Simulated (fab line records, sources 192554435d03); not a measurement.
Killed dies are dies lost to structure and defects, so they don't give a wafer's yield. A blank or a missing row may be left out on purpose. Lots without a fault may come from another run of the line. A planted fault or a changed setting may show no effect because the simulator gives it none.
Chamber matching | flow n5_finfet | N5_STI_FIN_REVEAL_ALD_00 on ald_sin-01: 4 sister chambers
The step deposits SiO2, target thk 1 nm, pulse time 1 s. 24 wafers are shown with their chamber, then 12 later ones without.

WAFERS WITH THEIR CHAMBER
wafer  | chamber | heater_power_w (W) | precursor_pulse_height_rel | susceptor_temp_C (C)
L074.2 | 2       | 486                | 0.981                      | 300.17
L074.3 | 0       | 439                | 1.022                      | 299.72
L074.5 | 2       | 487                | 0.964                      | 299.73
L075.1 | 2       | 496                | 0.976                      | 299.69
L075.2 | 0       | 460                | 0.989                      | 300.16
L075.6 | 0       | 457                | 1.000                      | 300.47
L076.1 | 2       | 493                | 1.014                      | 299.65
L076.3 | 0       | 455                | 1.007                      | 299.99
L076.6 | 1       | 524                | 0.995                      | 300.49
L079.1 | 0       | 452                | 0.980                      | 299.98
L079.4 | 3       | 479                | 0.977                      | 300.25
L079.6 | 3       | 486                | 0.994                      | 300.23
L080.2 | 2       | 494                | 1.008                      | 299.95
L080.5 | 2       | 504                | 0.969                      | 299.92
L080.6 | 3       | 487                | 1.026                      | 299.54
L081.1 | 0       | 454                | 1.038                      | 299.92
L081.3 | 1       | 507                | 0.997                      | 299.74
L081.6 | 2       | 492                | 0.988                      | 300.06
L082.2 | 1       | 525                | 0.999                      | 300.09
L082.4 | 2       | 495                | 0.978                      | 300.26
L082.5 | 3       | 487                | 0.996                      | 300.01
L090.4 | 0       | 446                | 1.017                      | 300.07
L090.5 | 0       | 447                | 0.997                      | 300.11
L090.6 | 1       | 531                | 1.025                      | 299.84

SIGNATURES (means of the wafers above)
reading                    | chamber 0 | chamber 1 | chamber 2 | chamber 3 | scatter within a chamber
heater_power_w             | 451.25    | 521.75    | 493.38    | 484.75    | 6.75
precursor_pulse_height_rel | 1.00625   | 1.00400   | 0.98475   | 0.99825   | 0.0181
susceptor_temp_C           | 300.0525  | 300.0400  | 299.9287  | 300.0075  | 0.26
Rule: a wafer's distance from a chamber is the root of the sum, over the readings, of the square of ((its reading less the chamber's mean) divided by the reading's scatter). The wafer belongs to the nearest chamber; if the next one is less than 2 further off, it can't be placed. The scatter: the root of (the sum of the squares of (reading less its chamber's mean) over the shown wafers, divided by (wafers less chambers)).

WAFERS WITHOUT THEIR CHAMBER
wafer  | heater_power_w (W) | precursor_pulse_height_rel | susceptor_temp_C (C)
L092.4 | 534                | 1.006                      | 300.19
L092.5 | 464                | 0.974                      | 299.94
L092.6 | 475                | 0.981                      | 299.82
L093.2 | 537                | 1.009                      | 300.21
L093.3 | 473                | 1.034                      | 300.01
L093.5 | 449                | 1.009                      | 300.00
L094.1 | 468                | 1.019                      | 299.90
L094.2 | 539                | 0.944                      | 300.06
L094.3 | 440                | 0.997                      | 299.93
L097.1 | 446                | 0.987                      | 300.12
L097.3 | 462                | 1.001                      | 300.12
L097.5 | 447                | 1.011                      | 299.92

WHICH CHAMBER EACH WENT THROUGH
wafer  | from the rows above          | in truth
L092.4 | 1                            | 1
L092.5 | can't be placed: 0 or 3 or 2 | 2
L092.6 | can't be placed: 3 or 2      | 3
L093.2 | 1                            | 1
L093.3 | can't be placed: 3 or 0 or 2 | 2
L093.5 | 0                            | 0
L094.1 | can't be placed: 0 or 3 or 2 | 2
L094.2 | 1                            | 1
L094.3 | 0                            | 0
L097.1 | 0                            | 0
L097.3 | can't be placed: 0 or 3      | 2
L097.5 | 0                            | 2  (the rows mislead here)
Placed correctly: 6 of 12. Can't be placed from these rows: 5 (the true chamber is among the candidates in 4). Placed wrongly: 1.
